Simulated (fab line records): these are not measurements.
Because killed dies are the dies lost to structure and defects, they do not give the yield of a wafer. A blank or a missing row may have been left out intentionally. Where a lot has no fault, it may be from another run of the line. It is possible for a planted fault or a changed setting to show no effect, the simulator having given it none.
Split-lot trial / flow n5 finfet / 21 wafers read across 7 lots, on a route 1938 steps long

## ON THE SPLIT
At N5_SDB_ALD_29 (deposits SiNx, target thk 30 nm, pulse time 1 s, ald cycles 600), the setting ald cycles was moved away from the recipe's 600 on 7 of the 21 wafers read, by -5.3% to +14.7%. This setting was run at the recipe's value on the other wafers.

The split's own step is where the reading is taken.

## THE READING
SiNx_of_SDB_ALD_29.thk nm (the simulator's own value, which no gauge read), in nm, at N5_SDB_ALD_29 (deposits SiNx, target thk 30 nm, pulse time 1 s, ald cycles 600). No usual value for it is given in the file. Average 30.0 nm, standard deviation 0.12 nm, over the 14 wafers here run with the recipe.

wafer=L078.3; tool, chamber at the split=ald sin-02, 3; ald cycles as run=600; against the recipe=recipe; SiNx_of_SDB_ALD_29.thk nm, nm=30.2; against lot-mates on the recipe=-
wafer=L078.5; tool, chamber at the split=ald sin-02, 3; ald cycles as run=682; against the recipe=+13.7%; SiNx_of_SDB_ALD_29.thk nm, nm=34; against lot-mates on the recipe=+4.0
wafer=L078.6; tool, chamber at the split=ald sin-02, 2; ald cycles as run=600; against the recipe=recipe; SiNx_of_SDB_ALD_29.thk nm, nm=29.8; against lot-mates on the recipe=-
wafer=L081.1; tool, chamber at the split=ald sin-03, 2; ald cycles as run=600; against the recipe=recipe; SiNx_of_SDB_ALD_29.thk nm, nm=29.8; against lot-mates on the recipe=-
wafer=L081.2; tool, chamber at the split=ald sin-03, 1,3; ald cycles as run=568; against the recipe=-5.3%; SiNx_of_SDB_ALD_29.thk nm, nm=28.4; against lot-mates on the recipe=-1.4
wafer=L081.4; tool, chamber at the split=ald sin-03, 1,3; ald cycles as run=568; against the recipe=-5.3%; SiNx_of_SDB_ALD_29.thk nm, nm=28.4; against lot-mates on the recipe=-1.4
wafer=L082.1; tool, chamber at the split=ald sin-03, 1; ald cycles as run=649; against the recipe=+8.2%; SiNx_of_SDB_ALD_29.thk nm, nm=32.6; against lot-mates on the recipe=+2.7
wafer=L082.3; tool, chamber at the split=ald sin-03, 0; ald cycles as run=600; against the recipe=recipe; SiNx_of_SDB_ALD_29.thk nm, nm=30; against lot-mates on the recipe=-
wafer=L082.6; tool, chamber at the split=ald sin-03, 3; ald cycles as run=600; against the recipe=recipe; SiNx_of_SDB_ALD_29.thk nm, nm=29.8; against lot-mates on the recipe=-
wafer=L083.2; tool, chamber at the split=ald sin-03, 1,0,1; ald cycles as run=600; against the recipe=recipe; SiNx_of_SDB_ALD_29.thk nm, nm=30; against lot-mates on the recipe=-
wafer=L083.5; tool, chamber at the split=ald sin-03, 1,0,1; ald cycles as run=600; against the recipe=recipe; SiNx_of_SDB_ALD_29.thk nm, nm=30; against lot-mates on the recipe=-
wafer=L083.6; tool, chamber at the split=ald sin-03, 1,0,1; ald cycles as run=600; against the recipe=recipe; SiNx_of_SDB_ALD_29.thk nm, nm=30; against lot-mates on the recipe=-
wafer=L084.1; tool, chamber at the split=ald sin-04, 3,2; ald cycles as run=688; against the recipe=+14.7%; SiNx_of_SDB_ALD_29.thk nm, nm=34.4; against lot-mates on the recipe=no lot-mate on the recipe
wafer=L084.5; tool, chamber at the split=ald sin-04, 3,2; ald cycles as run=688; against the recipe=+14.7%; SiNx_of_SDB_ALD_29.thk nm, nm=34.4; against lot-mates on the recipe=no lot-mate on the recipe
wafer=L084.3; tool, chamber at the split=ald sin-04, 1; ald cycles as run=688; against the recipe=+14.7%; SiNx_of_SDB_ALD_29.thk nm, nm=34.2; against lot-mates on the recipe=no lot-mate on the recipe
wafer=L096.2; tool, chamber at the split=ald sin-04, 1,3,0; ald cycles as run=600; against the recipe=recipe; SiNx_of_SDB_ALD_29.thk nm, nm=30; against lot-mates on the recipe=-
wafer=L096.3; tool, chamber at the split=ald sin-04, 1,3,0; ald cycles as run=600; against the recipe=recipe; SiNx_of_SDB_ALD_29.thk nm, nm=30; against lot-mates on the recipe=-
wafer=L096.6; tool, chamber at the split=ald sin-04, 1,3,0; ald cycles as run=600; against the recipe=recipe; SiNx_of_SDB_ALD_29.thk nm, nm=30; against lot-mates on the recipe=-
wafer=L097.2; tool, chamber at the split=ald sin-02, 3; ald cycles as run=600; against the recipe=recipe; SiNx_of_SDB_ALD_29.thk nm, nm=30.2; against lot-mates on the recipe=-
wafer=L097.3; tool, chamber at the split=ald sin-02, 2,1; ald cycles as run=600; against the recipe=recipe; SiNx_of_SDB_ALD_29.thk nm, nm=30; against lot-mates on the recipe=-
wafer=L097.4; tool, chamber at the split=ald sin-02, 2,1; ald cycles as run=600; against the recipe=recipe; SiNx_of_SDB_ALD_29.thk nm, nm=30; against lot-mates on the recipe=-
Where a row lists several chambers, the file gives one row for several wafers and doesn't say which wafer went through which chamber.

THE FIT
A straight line over all 21 wafers: SiNx_of_SDB_ALD_29.thk nm changes by +0.297 nm for each +1% of ald cycles; r = +1.00; the points scatter about the line by 0.12 nm.
The same after taking each lot's own level away (the mean of its wafers on the recipe; 18 wafers): +0.294 nm for each +1%; r = +1.00; scatter 0.13 nm.
According to that fit, moving ald cycles by its largest amount changes the reading by 4.3 nm.
The lots' own levels span 29.80 to 30.07 nm, that is 2.2 times the standard deviation above.
The two slopes agree, so the slope changes little with the lot-to-lot level.
Check: for one of the wafers moved furthest among these (+13.7%), held out of the fit, the line's prediction against its lot-mates is +4.14 nm. Against them it came out at +4 nm.

## OTHER SPLITS APPLIED TO THESE WAFERS
Before the reading, these wafers also passed through other splits. Each is held against what the fit with the lots' levels taken away leaves over:
other split on the same wafers=N5_DUMMY_GATE_EXPOSE_12 dose mj; wafers away from the commonest value=7; r with SiNx_of_SDB_ALD_29.thk nm (lot level and that fit taken away)=-0.10
other split on the same wafers=N5_SD_EPI_N_EPI_21 temp c; wafers away from the commonest value=8; r with SiNx_of_SDB_ALD_29.thk nm (lot level and that fit taken away)=+0.32
other split on the same wafers=N5_SDB_CUT_ETCH_26 icp w; wafers away from the commonest value=5; r with SiNx_of_SDB_ALD_29.thk nm (lot level and that fit taken away)=+0.22

## FILE'S OWN FIT
SiNx_of_SDB_ALD_29.thk nm changes by +0.299 nm for each +1% of ald cycles, r = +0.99.
